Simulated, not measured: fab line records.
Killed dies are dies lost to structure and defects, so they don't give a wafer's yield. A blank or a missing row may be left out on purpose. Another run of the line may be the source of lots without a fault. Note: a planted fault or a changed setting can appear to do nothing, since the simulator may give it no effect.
Matching of chambers / flow n5 finfet / rie diel-01 running N5_BEOL_M0_SAQP_STRIP_75: 4 sister chambers
The step strips in CF4. 14 wafers are shown with their chamber, then 7 later ones without.

## WAFERS, EACH WITH ITS CHAMBER
wafer=L137.1; chamber=3; drypump motor current A (A)=5.7; showerhead plenum p Torr (Torr)=1.76; throttle valve pct (%)=13.34
wafer=L137.3; chamber=0; drypump motor current A (A)=6.6; showerhead plenum p Torr (Torr)=1.86; throttle valve pct (%)=13.54
wafer=L137.6; chamber=1; drypump motor current A (A)=5.0; showerhead plenum p Torr (Torr)=1.91; throttle valve pct (%)=13.38
wafer=L144.1; chamber=3; drypump motor current A (A)=5.7; showerhead plenum p Torr (Torr)=1.75; throttle valve pct (%)=13.39
wafer=L144.2; chamber=0; drypump motor current A (A)=6.7; showerhead plenum p Torr (Torr)=1.86; throttle valve pct (%)=13.57
wafer=L144.5; chamber=2; drypump motor current A (A)=5.4; showerhead plenum p Torr (Torr)=1.84; throttle valve pct (%)=13.83
wafer=L147.1; chamber=0; drypump motor current A (A)=6.6; showerhead plenum p Torr (Torr)=1.86; throttle valve pct (%)=13.59
wafer=L147.2; chamber=1; drypump motor current A (A)=5.0; showerhead plenum p Torr (Torr)=1.90; throttle valve pct (%)=13.44
wafer=L147.4; chamber=3; drypump motor current A (A)=5.7; showerhead plenum p Torr (Torr)=1.75; throttle valve pct (%)=13.39
wafer=L148.2; chamber=2; drypump motor current A (A)=5.4; showerhead plenum p Torr (Torr)=1.84; throttle valve pct (%)=13.84
wafer=L148.4; chamber=1; drypump motor current A (A)=5.0; showerhead plenum p Torr (Torr)=1.90; throttle valve pct (%)=13.45
wafer=L148.5; chamber=2; drypump motor current A (A)=5.4; showerhead plenum p Torr (Torr)=1.84; throttle valve pct (%)=13.84
wafer=L149.1; chamber=0; drypump motor current A (A)=6.7; showerhead plenum p Torr (Torr)=1.86; throttle valve pct (%)=13.57
wafer=L149.4; chamber=3; drypump motor current A (A)=5.7; showerhead plenum p Torr (Torr)=1.75; throttle valve pct (%)=13.40

SIGNATURES (means of the wafers above)
reading=drypump motor current A; chamber 0=6.650; chamber 1=5.000; chamber 2=5.400; chamber 3=5.700; scatter within a chamber=0.0316
reading=showerhead plenum p Torr; chamber 0=1.8600; chamber 1=1.9033; chamber 2=1.8400; chamber 3=1.7525; scatter within a chamber=0.00376
reading=throttle valve pct; chamber 0=13.5675; chamber 1=13.4233; chamber 2=13.8367; chamber 3=13.3800; scatter within a chamber=0.0253
Rule: distance of a wafer from a chamber = root of the sum over the readings of ((wafer's reading minus chamber's mean) / reading's scatter) squared. The wafer belongs to the nearest chamber; if the next one is less than 2 further off, it can't be placed. How the scatter is found: for the shown wafers, subtract from each reading the mean of its chamber, square and add these, divide the total by (wafers less chambers), then take the root.

## WAFERS WITH NO CHAMBER GIVEN
wafer=L149.5; drypump motor current A (A)=6.6; showerhead plenum p Torr (Torr)=1.86; throttle valve pct (%)=13.60
wafer=L150.1; drypump motor current A (A)=5.7; showerhead plenum p Torr (Torr)=1.75; throttle valve pct (%)=13.40
wafer=L150.2; drypump motor current A (A)=5.4; showerhead plenum p Torr (Torr)=1.84; throttle valve pct (%)=13.85
wafer=L150.3; drypump motor current A (A)=6.7; showerhead plenum p Torr (Torr)=1.86; throttle valve pct (%)=13.60
wafer=L152.3; drypump motor current A (A)=6.7; showerhead plenum p Torr (Torr)=1.85; throttle valve pct (%)=13.59
wafer=L152.4; drypump motor current A (A)=5.7; showerhead plenum p Torr (Torr)=1.75; throttle valve pct (%)=13.40
wafer=L152.5; drypump motor current A (A)=5.0; showerhead plenum p Torr (Torr)=1.90; throttle valve pct (%)=13.44

## WHICH CHAMBER EACH ONE RAN IN
wafer=L149.5; from the rows above=0; in truth=0
wafer=L150.1; from the rows above=3; in truth=3
wafer=L150.2; from the rows above=2; in truth=2
wafer=L150.3; from the rows above=0; in truth=0
wafer=L152.3; from the rows above=0; in truth=0
wafer=L152.4; from the rows above=3; in truth=3
wafer=L152.5; from the rows above=1; in truth=1
Placed correctly: 7 of 7. Can't be placed from these rows: 0. Placed wrongly: 0.
